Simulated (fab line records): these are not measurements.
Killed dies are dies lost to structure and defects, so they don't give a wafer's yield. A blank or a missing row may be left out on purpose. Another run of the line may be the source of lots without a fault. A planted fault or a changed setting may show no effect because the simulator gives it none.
Chamber matching -- flow nand_harc -- 4 sister chambers for NHARC_P_CONTACT_STRIP_28 on rie_diel-05
The step strips in O2. 8 wafers are shown with their chamber, then 11 later ones without.

## EACH WAFER AND ITS CHAMBER
wafer,chamber,drypump_motor_current_A (A),oes_product_au (a.u.)
L079.4,1,5.9,1.040
L080.2,2,5.1,1.002
L080.3,1,5.8,1.029
L082.1,2,5.1,1.011
L085.1,3,4.7,0.998
L085.4,0,5.9,1.014
L085.6,3,4.7,0.982
L087.1,0,5.8,1.002

## WAFERS WITH NO CHAMBER GIVEN
wafer,drypump_motor_current_A (A),oes_product_au (a.u.)
L087.3,5.9,1.016
L087.5,5.8,1.000
L094.2,5.8,1.000
L094.3,5.9,0.999
L094.4,5.1,0.981
L095.1,5.1,0.988
L095.2,5.8,1.007
L095.5,4.7,0.988
L096.1,5.1,0.980
L096.2,5.8,0.998
L096.3,5.8,1.016

## CHAMBER TAKEN BY EACH
wafer,from the rows above,in truth
L087.3,can't be placed: 0 or 1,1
L087.5,0,0
L094.2,0,0
L094.3,0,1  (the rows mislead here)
L094.4,2,2
L095.1,2,2
L095.2,0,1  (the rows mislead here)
L095.5,3,3
L096.1,2,2
L096.2,0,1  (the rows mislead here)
L096.3,can't be placed: 0 or 1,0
Correctly placed: 6 of 11. Not placeable from these rows: 2 (in 2, the candidates include the true chamber). Number placed wrongly: 3.
How it was worked out, from the rows above alone: a wafer's distance from a chamber is the root of the sum, over the readings, of the square of ((its reading less the chamber's mean) divided by the reading's scatter). The wafer belongs to the nearest chamber; if the next one is less than 2 further off, it can't be placed. The mean given for a chamber averages the wafers shown for that chamber. How the scatter is found: for the shown wafers, subtract from each reading the mean of its chamber, square and add these, divide the total by (wafers less chambers), then take the root.
